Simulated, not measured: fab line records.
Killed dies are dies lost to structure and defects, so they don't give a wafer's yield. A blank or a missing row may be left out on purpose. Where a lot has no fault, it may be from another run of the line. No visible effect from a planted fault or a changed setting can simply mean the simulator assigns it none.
fab line records    flow nand_harc
[record] lots = 5  wafers = 15  last_day = 24
route steps=1159 shown P_GATE@155 END@1159
lots untouched by any fault: they come from a run of this same line in which no faults occurred
start_h: hours from the record's first day to the start of the lot's first wafer shown    wait_h: hours elapsed since this lot's preceding step    " the same as in the row above    L1.1+2: a single row standing in for several wafers    - value missing, or start not given    * or withheld: withheld    < > ~ a bound
route shown NAME@n: names a module that has steps shown in the file, with the first one's number in the route    usual: the fault-free wafers' mean and standard deviation    same: alike in all rows    chamber/n: place in a boat    sites: each site's reading    _std_site: the standard deviation of these    _edge_site: outer sites' mean less inner sites'    radius_mm: for every site, how far away it sits from the centre of the wafer    mask NAME#n: copy n    behind: tool/chamber where the wafer was last shaped    hold: reason for holding the lot/hours on hold/outcome of the hold    device: the n, p or np transistor that did not switch    end of line: at the end of the route, the tests of the same wafers    a step with no rows: only its recipe    killed: dies lost to structure and defects at the first sort, not the wafer's yield    map: shows each die of a wafer: x if killed, . if not, _ if none is there
set.NAME: the setting that was run; set.NAME@STEP: the one run at that earlier step    model.NAME: the simulator's own value behind a step, which no gauge read
lots at selected steps of the route; one table per step, one row per wafer
services: from which hour (start_h, from the record's first day; less than 0 if before it) a tool's chamber was out of use, for how many hours, and why
[[steps]]
[step NHARC_P_GATE_ALD_36]
[recipe] target_thk_a = 200  pulse_time_s = 60  ald_cycles = 223  temp_c = 400  material = SiNx
[usual] heater_power_w = 857/91  precursor_pulse_height_rel = 1.001/0.021  susceptor_temp_C = 399.97/0.21
lot.wafer  tool        chamber  start_h  wait_h  heater_power_w  precursor_pulse_height_rel  susceptor_temp_C
L819.1     ald_sin-01  1        116.21   -       973             1.009                       400.08
L819.3     "           3        118.35   -       800             1.013                       399.89
L819.5     "           2        121.57   -       936             0.977                       400.08
L821.3     ald_sin-03  1        120.95   -       699             1.043                       399.99
L821.2     "           2        122.36   -       1018            0.980                       399.72
L821.5     "           1        125.17   -       683             1.010                       399.83
L831.2     ald_sin-01  1        183.75   -       950             1.000                       399.96
L831.1     "           2        184.81   -       945             0.988                       400.33
L831.5     "           0        186.93   -       777             1.009                       400.09
L838.4     ald_sin-03  1        221.05   -       679             0.997                       399.87
L838.2     "           2        222.10   -       1049            0.997                       399.97
L838.6     "           3        223.16   -       912             0.999                       400.10
L839.2     ald_sin-02  0        235.97   -       864             0.978                       -
L839.4     "           2        238.05   -       726             0.972                       -
L839.3     "           3        239.09   -       929             1.013                       -
[step NHARC_P_GATE_ETCHBACK_37]
[recipe] target_depth_a = 345  time_s = 17.2  chf3_flow_sccm = 50  o2_flow_sccm = 10  ar_flow_sccm = 200  rf_w = 500  bias_w = 200  chemistry = CHF3/O2
[usual] drypump_motor_current_A = 5.8/0.51  o2_flow_sccm = 10.000/0.03  oes_product_au = 0.94/0.031  rf_vpp_V = 371.6/2.1  showerhead_plenum_p_Torr = 2.45/0.089  throttle_valve_pct = 20.573/0.009
lot.wafer  tool         chamber  start_h  wait_h  drypump_motor_current_A  o2_flow_sccm  oes_product_au  rf_hours_counter_h  rf_vpp_V  showerhead_plenum_p_Torr  throttle_valve_pct
L819.3     rie_diel-07  2        -        -       6.8                      9.979         0.94            10                  374.8     2.52                      20.579
L819.1     "            1        "        "       6.1                      10.025        0.94            10                  372.4     2.49                      20.580
L819.5     "            2        "        "       6.7                      9.974         0.94            -                   373.2     2.52                      20.578
L821.2     rie_diel-05  1        -        -       5.7                      9.979         0.92            46                  372.2     2.48                      20.567
L821.3     "            2        "        "       5.5                      10.003        0.93            42                  371.5     2.46                      20.573
L821.5     "            2        "        "       5.5                      10.011        0.93            -                   372.7     2.46                      20.561
L831.1     rie_diel-07  3        -        -       5.0                      10.015        0.90            22                  374.4     2.57                      20.575
L831.2     "            1        "        "       6.1                      9.985         0.94            22                  370.7     2.48                      20.580
L831.5     "            3        "        "       5.0                      10.001        0.92            -                   374.0     2.57                      20.570
L838.2     rie_diel-07  1        -        -       6.1                      10.010        0.93            27                  372.4     2.48                      20.586
L838.4     "            2        "        "       6.7                      9.958         0.94            34                  372.5     2.51                      20.554
L838.6     "            0        "        "       6.0                      9.950         0.92            -                   368.8     2.39                      20.575
L839.4     rie_diel-11  2        -        -       6.0                      9.988         0.93            15                  366.7     2.30                      20.572
L839.2     "            3        "        "       5.4                      10.004        1.00            9                   371.7     2.50                      20.578
L839.3     "            0        "        "       6.1                      9.983         1.01            9                   367.7     2.30                      20.582
[step NHARC_P_GATE_STRIP_101]
[recipe] time_s = 20  o2_flow_sccm = 500  ar_flow_sccm = 0  bias_w = 0  chemistry = O2
[usual] drypump_motor_current_A = 5.8/0.5  o2_flow_sccm = 499.9/1.4  oes_product_au = 0.999/0.0097  rf_vpp_V = 58.0/0.92  showerhead_plenum_p_Torr = 3.60/0.13  throttle_valve_pct = 17.036/0.0085
lot.wafer  tool         chamber  start_h  wait_h  drypump_motor_current_A  o2_flow_sccm  oes_product_au  rf_hours_counter_h  rf_vpp_V  showerhead_plenum_p_Torr  throttle_valve_pct
L819.1     rie_diel-07  1        125.97   0.1     6.1                      501.7         0.993           10                  57.4      3.65                      17.039
L819.3     "            2        "        "       6.8                      498.9         1.013           10                  56.7      3.70                      17.035
L819.5     "            3        "        "       5.0                      502.7         0.989           -                   59.4      3.77                      17.029
L821.3     rie_diel-05  0        132.69   0.1     5.6                      501.3         1.006           50                  58.4      3.42                      17.044
L821.2     "            1        "        "       5.7                      500.7         0.985           46                  56.8      3.63                      17.045
L821.5     "            2        "        "       5.5                      497.2         1.015           -                   58.2      3.61                      17.046
L831.1     rie_diel-07  1        191.34   0.1     6.1                      500.8         1.013           22                  57.2      3.65                      17.050
L831.2     "            2        "        "       6.8                      499.0         1.007           28                  59.8      3.69                      17.029
L831.5     "            3        "        "       5.0                      500.9         0.988           -                   58.8      3.76                      17.031
L838.4     rie_diel-05  2        228.54   0.1     5.5                      500.8         0.990           21                  58.5      3.59                      17.037
L838.2     "            3        "        "       5.5                      500.1         0.997           21                  57.4      3.67                      17.032
L838.6     "            2        "        "       5.5                      500.9         0.997           -                   58.5      3.59                      17.039
L839.4     rie_diel-11  3        245.47   0.1     5.4                      499.8         0.992           9                   58.9      3.67                      17.033
L839.2     "            0        "        "       6.1                      501.5         1.015           9                   57.1      3.38                      17.028
L839.3     "            1        "        "       5.7                      497.4         0.988           14                  56.5      3.34                      17.023
[step NHARC_P_GATE_PRECLEAN_97]
[recipe] time_s = 600  temp_c = 120  chemistry = SPM
[step NHARC_P_GATE_SRD_98]
[step NHARC_P_GATE_PRECLEAN_99]
[recipe] time_s = *  temp_c = 50  bath_age_min = 0  chemistry = SC1
[step NHARC_P_GATE_SRD_100]
[step NHARC_P_GATE_DEHYDRATE_38]
[recipe] temp_c = 150  time_s = 120
[step NHARC_P_GATE_HMDS_39]
[recipe] time_s = 30
[step NHARC_P_GATE_COAT_40]
[recipe] spin_rpm = 3000
[step NHARC_P_GATE_SOFTBAKE_41]
[recipe] temp_c = 122  time_s = 95
[step NHARC_P_GATE_EBR_42]
[step NHARC_P_GATE_EXPOSE_43]
[recipe] na = 0.6  target_cd_nm = 720  dose_mj = 14.81  mask_id = P_NSD
lot.wafer   tool            chamber  start_h  wait_h  mask
L819.1+3+5  krf_scanner-03  0        126.74   -       P_NSD#0
L821.2+3+5  krf_scanner-02  0        133.34   -       P_NSD#0
L831.1+2+5  krf_scanner-02  0        192.11   -       P_PSD#0
L838.2+4+6  krf_scanner-02  0        229.18   -       P_NSD#0
L839.2+3+4  krf_scanner-03  0        246.24   -       P_NSD#0
[step NHARC_P_GATE_PEB_44]
[recipe] peb_temp_c = 118  peb_time_s = 85
[step NHARC_P_GATE_DEVELOP_45]
[recipe] time_s = 70
[step NHARC_P_GATE_CD_MEAS_46]
[recipe] target_cd_nm = 720  landing_energy_ev = 500
[usual] cd_nm = 720.6/1.5
lot.wafer  tool       chamber  start_h  wait_h  cd_nm
L819.1     cd_sem-02  0        126.89   -       721.4
L819.3     "          0        "        "       720.9
L819.5     "          0        "        "       722.1
L821.2     cd_sem-03  0        133.50   -       721.6
L821.3     "          0        "        "       721.9
L821.5     "          0        "        "       720.6
L831.1     cd_sem-01  0        192.27   -       -
L831.2     "          0        "        "       -
L831.5     "          0        "        "       -
L838.2     cd_sem-02  0        229.34   -       723.6
L838.4     "          0        "        "       722.3
L838.6     "          0        "        "       721.1
L839.2     cd_sem-01  0        246.40   -       721.4
L839.3     "          0        "        "       720.3
L839.4     "          0        "        "       720.9
[step NHARC_P_GATE_HARDBAKE_47]
[recipe] temp_c = 125  time_s = 80
[step NHARC_END_SORT_01]
[recipe] temp_c = 25
[usual] killed_at_array = 29/11  killed_at_other = 0.7/1.1  killed_at_periphery = 3.1/2  killed_dies = 33/11  killed_open = 3.5/1.8  killed_short = 2.0/1.4
[same] gross_dies = 677
lot.wafer  tool       chamber  start_h  wait_h  killed_at_array  killed_at_other  killed_at_periphery  killed_dies  killed_open  killed_short
L831.1     prober-01  0        538.78   2.5     29               0                648                  677          0            1
L831.2     prober-01  0        539.59   2.8     34               2                641                  677          2            1
L831.5     prober-01  0        542.01   3.7     22               1                654                  677          1            1
// killed by level:class
L831.1 P_GATE:area_expose=648 A_SLIT:chamber_film_flake=17 A_STAIRCASE:chamber_film_flake=4 A_CONTACT:chamber_film_flake=4 A_CHANNEL_HOLE_D1:chamber_film_flake=3 A_CHANNEL_FILL_D1:geometric_particle:short=1
L831.2 P_GATE:area_expose=640 A_SLIT:chamber_film_flake=16 A_CHANNEL_HOLE_D1:chamber_film_flake=9 A_STAIRCASE:chamber_film_flake=5 A_CONTACT:chamber_film_flake=2 THIN_TSV:chamber_film_flake=2 P_STI:geometric_particle:open=1 A_CONTACT:geometric_particle:open=1
L831.5 P_GATE:area_expose=653 A_SLIT:chamber_film_flake=6 A_STAIRCASE:chamber_film_flake=6 A_CONTACT:chamber_film_flake=5 A_CHANNEL_HOLE_D1:chamber_film_flake=4 P_M2:geometric_particle:open=1 A_SGD_CUT:geometric_particle:short=1 THIN_TSV:chamber_film_flake=1
// map L831.1 (x killed, . not)
____________x____________
_________xxxxxxx_________
_______xxxxxxxxxxx_______
______xxxxxxxxxxxxx______
_____xxxxxxxxxxxxxxx_____
____xxxxxxxxxxxxxxxxx____
____xxxxxxxxxxxxxxxxx____
___xxxxxxxxxxxxxxxxxxx___
___xxxxxxxxxxxxxxxxxxx___
__xxxxxxxxxxxxxxxxxxxxx__
__xxxxxxxxxxxxxxxxxxxxx__
_xxxxxxxxxxxxxxxxxxxxxxx_
_xxxxxxxxxxxxxxxxxxxxxxx_
_xxxxxxxxxxxxxxxxxxxxxxx_
_xxxxxxxxxxxxxxxxxxxxxxx_
_xxxxxxxxxxxxxxxxxxxxxxx_
xxxxxxxxxxxxxxxxxxxxxxxxx
xxxxxxxxxxxxxxxxxxxxxxxxx
xxxxxxxxxxxxxxxxxxxxxxxxx
xxxxxxxxxxxxxxxxxxxxxxxxx
xxxxxxxxxxxxxxxxxxxxxxxxx
_xxxxxxxxxxxxxxxxxxxxxxx_
_xxxxxxxxxxxxxxxxxxxxxxx_
_xxxxxxxxxxxxxxxxxxxxxxx_
_xxxxxxxxxxxxxxxxxxxxxxx_
_xxxxxxxxxxxxxxxxxxxxxxx_
__xxxxxxxxxxxxxxxxxxxxx__
__xxxxxxxxxxxxxxxxxxxxx__
___xxxxxxxxxxxxxxxxxxx___
___xxxxxxxxxxxxxxxxxxx___
____xxxxxxxxxxxxxxxxx____
____xxxxxxxxxxxxxxxxx____
_____xxxxxxxxxxxxxxx_____
______xxxxxxxxxxxxx______
_______xxxxxxxxxxx_______
_________xxxxxxx_________
____________x____________
// map L838.4 (x killed, . not)
____________.____________
_________......._________
_______..........._______
______.....x....x..______
_____..............._____
____......x.......xx.____
____.....x......xx..x____
___.................x.___
___...............x...___
__.................xx..__
__...x.............x...__
_....................x.._
_......................._
_......................._
_......................._
_......................._
.........................
.........................
.....................x...
....x....................
...........x.............
_........x.....x........_
_.x....................._
_.x......x.............._
_.............x.......x._
_......................._
__x.......x........x...__
__......x..............__
___...................___
___.x.............x...___
____.x.............x.____
____...........x.....____
_____x.............._____
______.............______
_______..x..x....._______
_________......._________
____________.____________
[[services]]
tool            chamber  start_h  hours  kind
ald_sin-02      -        93.66    0.7    repair
rie_diel-07     0        109.59   -      clean
rie_diel-07     1        109.59   -      clean
ald_sin-03      3        109.89   13.8   repair
ald_sin-03      -        120.36   0.4    repair
rie_diel-05     3        125.60   10.1   repair
ald_sin-01      3        135.23   4.0    repair
ald_sin-02      2        149.27   6.2    repair
ald_sin-01      -        158.93   2.7    repair
rie_diel-05     -        163.70   9.0    pm
rie_diel-07     1        164.41   13.7   repair
krf_scanner-03  -        168.00   4.0    pm
rie_diel-07     3        168.86   7.2    repair
rie_diel-07     0        182.79   13.6   repair
rie_diel-11     -        190.18   9.0    pm
ald_sin-01      1        199.81   2.6    repair
krf_scanner-02  -        210.00   4.0    pm
rie_diel-05     1        223.34   2.1    repair
krf_scanner-03  -        226.73   5.0    repair
rie_diel-07     -        228.52   9.0    pm
rie_diel-11     3        230.67   8.3    repair
rie_diel-11     0        231.29   6.4    repair
ald_sin-03      0        237.32   9.1    repair
ald_sin-01      0        238.31   3.1    repair
[[key]]
[first_sign] step = NHARC_P_GATE_EXPOSE_43  reading = mask  direction = changed
[effect] step = NHARC_P_GATE_CD_MEAS_46  reading = cd_nm  direction = missing
[effect] step = NHARC_END_SORT_01  reading = killed_at_periphery  direction = up  sigmas = 99+  usual = 3.1  struck = 647.7
[more_kills_born_at] NHARC_P_GATE_EXPOSE_43@krf_scanner-02 = 1941
met_at NHARC_P_GATE_EXPOSE_43
struck_wafers L831.1,L831.2,L831.5
later_rows_left_out L831.1,L831.2,L831.5
tester_left_out L831
onset_between 133.34 192.11
[fault] kind = wrong_mask  tool = any  chamber = -  onset_h = 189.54  steps = NHARC_P_GATE_EXPOSE_43  aux_copy = P_PSD#0  scope = struck_lots_only
// tester_left_out: of these lots the tester's yield and bins aren't shown, on N5 and GAA mostly nor the transistor test; their killed dies are dies lost to structure and defects alone, not to doping, threshold or leakage, so they don't give the yield
// later_rows_left_out: the simulator's readings of these wafers behind a module that went badly wrong aren't trusted and aren't shown, but for the sort
